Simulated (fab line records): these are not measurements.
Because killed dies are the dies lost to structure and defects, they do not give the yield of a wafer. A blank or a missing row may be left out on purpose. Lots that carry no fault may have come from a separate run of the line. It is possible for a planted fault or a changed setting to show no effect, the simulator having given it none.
Split-lot trial :: flow n5_finfet :: route with 1938 steps; 7 lots, 21 wafers read

THE SPLIT ITSELF
At N5_HKMG_FIN_ETCH_35 (etches SOC in N2/H2, target depth 215.8 nm, time 243.4 s), the setting source_w was moved away from the recipe's 3000 W on 7 of the 21 wafers read, by -12.8% to +17.6%. The other wafers ran this setting at the recipe's value.

No step appears in the file between the split and the reading.

THE READING
SOC_of_HKMG_FIN_COAT_29.thk_nm (the simulator's own value, which no gauge read), in nm, at N5_HKMG_FIN_STRIP_92 (strips SOC in N2/H2, time 20 s). There is no usual value for it anywhere in the file. Here, 14 wafers ran the recipe; their average is 73.1 nm with a standard deviation of 5 nm.

wafer: L075.1
tool, chamber at the split: rie_diel-02, 3
source_w as run, W: 3000
against the recipe: recipe
SOC_of_HKMG_FIN_COAT_29.thk_nm, nm: 64.6
against lot-mates on the recipe: -

wafer: L075.2
tool, chamber at the split: rie_diel-02, 1
source_w as run, W: 3000
against the recipe: recipe
SOC_of_HKMG_FIN_COAT_29.thk_nm, nm: 78.8
against lot-mates on the recipe: -

wafer: L075.3
tool, chamber at the split: rie_diel-02, 2
source_w as run, W: 3000
against the recipe: recipe
SOC_of_HKMG_FIN_COAT_29.thk_nm, nm: 78.2
against lot-mates on the recipe: -

wafer: L076.4
tool, chamber at the split: rie_diel-03, 0
source_w as run, W: 2729
against the recipe: -9.0%
SOC_of_HKMG_FIN_COAT_29.thk_nm, nm: 84.6
against lot-mates on the recipe: +15.2

wafer: L076.5
tool, chamber at the split: rie_diel-03, 2
source_w as run, W: 3000
against the recipe: recipe
SOC_of_HKMG_FIN_COAT_29.thk_nm, nm: 69.4
against lot-mates on the recipe: -

wafer: L076.6
tool, chamber at the split: rie_diel-03, 1
source_w as run, W: 2729
against the recipe: -9.0%
SOC_of_HKMG_FIN_COAT_29.thk_nm, nm: 92
against lot-mates on the recipe: +22.6

wafer: L077.1
tool, chamber at the split: rie_diel-03, 3
source_w as run, W: 3000
against the recipe: recipe
SOC_of_HKMG_FIN_COAT_29.thk_nm, nm: 75.8
against lot-mates on the recipe: -

wafer: L077.3
tool, chamber at the split: rie_diel-03, 0
source_w as run, W: 3528
against the recipe: +17.6%
SOC_of_HKMG_FIN_COAT_29.thk_nm, nm: 33
against lot-mates on the recipe: -42.8

wafer: L077.6
tool, chamber at the split: rie_diel-03, 1
source_w as run, W: 3528
against the recipe: +17.6%
SOC_of_HKMG_FIN_COAT_29.thk_nm, nm: 42.4
against lot-mates on the recipe: -33.4

wafer: L080.1
tool, chamber at the split: rie_diel-02, 2
source_w as run, W: 3000
against the recipe: recipe
SOC_of_HKMG_FIN_COAT_29.thk_nm, nm: 77.8
against lot-mates on the recipe: -

wafer: L080.2
tool, chamber at the split: rie_diel-02, 1
source_w as run, W: 3000
against the recipe: recipe
SOC_of_HKMG_FIN_COAT_29.thk_nm, nm: 78.2
against lot-mates on the recipe: -

wafer: L080.5
tool, chamber at the split: rie_diel-02, 2
source_w as run, W: 3000
against the recipe: recipe
SOC_of_HKMG_FIN_COAT_29.thk_nm, nm: 77.6
against lot-mates on the recipe: -

wafer: L082.3
tool, chamber at the split: rie_diel-03, 2
source_w as run, W: 2615
against the recipe: -12.8%
SOC_of_HKMG_FIN_COAT_29.thk_nm, nm: 97.8
against lot-mates on the recipe: no lot-mate on the recipe

wafer: L082.4
tool, chamber at the split: rie_diel-03, 3
source_w as run, W: 2615
against the recipe: -12.8%
SOC_of_HKMG_FIN_COAT_29.thk_nm, nm: 103
against lot-mates on the recipe: no lot-mate on the recipe

wafer: L082.6
tool, chamber at the split: rie_diel-03, 0
source_w as run, W: 2615
against the recipe: -12.8%
SOC_of_HKMG_FIN_COAT_29.thk_nm, nm: 94
against lot-mates on the recipe: no lot-mate on the recipe

wafer: L087.1
tool, chamber at the split: rie_diel-03, 0
source_w as run, W: 3000
against the recipe: recipe
SOC_of_HKMG_FIN_COAT_29.thk_nm, nm: 67.8
against lot-mates on the recipe: -

wafer: L087.4
tool, chamber at the split: rie_diel-03, 0
source_w as run, W: 3000
against the recipe: recipe
SOC_of_HKMG_FIN_COAT_29.thk_nm, nm: 69.4
against lot-mates on the recipe: -

wafer: L087.5
tool, chamber at the split: rie_diel-03, 1
source_w as run, W: 3000
against the recipe: recipe
SOC_of_HKMG_FIN_COAT_29.thk_nm, nm: 76.2
against lot-mates on the recipe: -

wafer: L095.1
tool, chamber at the split: rie_diel-04, 0
source_w as run, W: 3000
against the recipe: recipe
SOC_of_HKMG_FIN_COAT_29.thk_nm, nm: 72.4
against lot-mates on the recipe: -

wafer: L095.3
tool, chamber at the split: rie_diel-04, 1
source_w as run, W: 3000
against the recipe: recipe
SOC_of_HKMG_FIN_COAT_29.thk_nm, nm: 64
against lot-mates on the recipe: -

wafer: L095.6
tool, chamber at the split: rie_diel-04, 0
source_w as run, W: 3000
against the recipe: recipe
SOC_of_HKMG_FIN_COAT_29.thk_nm, nm: 73
against lot-mates on the recipe: -

FIT RESULTS
A straight line over all 21 wafers: SOC_of_HKMG_FIN_COAT_29.thk_nm changes by -1.96 nm for each +1% of source_w; r = -0.95; the points scatter about the line by 5 nm.
The same after taking each lot's own level away (the mean of its wafers on the recipe; 18 wafers): -2.15 nm for each +1%; r = -0.96; scatter 4.3 nm.
That fit puts the effect of the largest move of source_w on the reading at 38 nm.
From 69.40 to 77.87 nm: that is the span of the lots' own levels, equal to 1.7 times the standard deviation above.
The two slopes agree, so the slope changes little with the lot-to-lot level.
Check: -34.4 nm against its lot-mates is what the line predicts for one of the wafers moved furthest among these (+17.6%) when that wafer is left out of the fit. It came out at -42.8 nm against them.

THE OTHER SPLITS THESE WAFERS WENT THROUGH
Other splits were also applied to these wafers ahead of the reading. Each is held against what the fit with the lots' levels taken away leaves over:
other split on the same wafers: N5_HKMG_FIN_EXPOSE_09 dose_mj
wafers away from the commonest value: 7
r with SOC_of_HKMG_FIN_COAT_29.thk_nm (lot level and that fit taken away): -0.14

THE WHOLE CHAIN: every reading that the file lists as answering this split, in the file's order
step: N5_HKMG_FIN_ETCH_35
what it does: etches SOC in N2/H2, target depth 215.8 nm, time 243.4 s
reading: HKMG_FIN.feature_depth_nm (the simulator's own value, which no gauge read)
change (the file's fit): +2.16 nm for each +1% of the setting
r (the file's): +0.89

step: N5_HKMG_FIN_ETCH_35
what it does: etches SOC in N2/H2, target depth 215.8 nm, time 243.4 s
reading: etch.depth_nm (the simulator's own value, which no gauge read)
change (the file's fit): +2.16 nm for each +1% of the setting
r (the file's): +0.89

step: N5_HKMG_FIN_ETCH_35
what it does: etches SOC in N2/H2, target depth 215.8 nm, time 243.4 s
reading: SOC_of_HKMG_FIN_COAT_29.thk_nm (the simulator's own value, which no gauge read)
change (the file's fit): -2.16 nm for each +1% of the setting
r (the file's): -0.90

step: N5_HKMG_FIN_STRIP_92
what it does: strips SOC in N2/H2, time 20 s
reading: SOC_of_HKMG_FIN_COAT_29.thk_nm (the simulator's own value, which no gauge read)
change (the file's fit): -2.15 nm for each +1% of the setting
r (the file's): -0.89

FILE'S OWN FIT
SOC_of_HKMG_FIN_COAT_29.thk_nm changes by -2.15 nm for each +1% of source_w, r = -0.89.
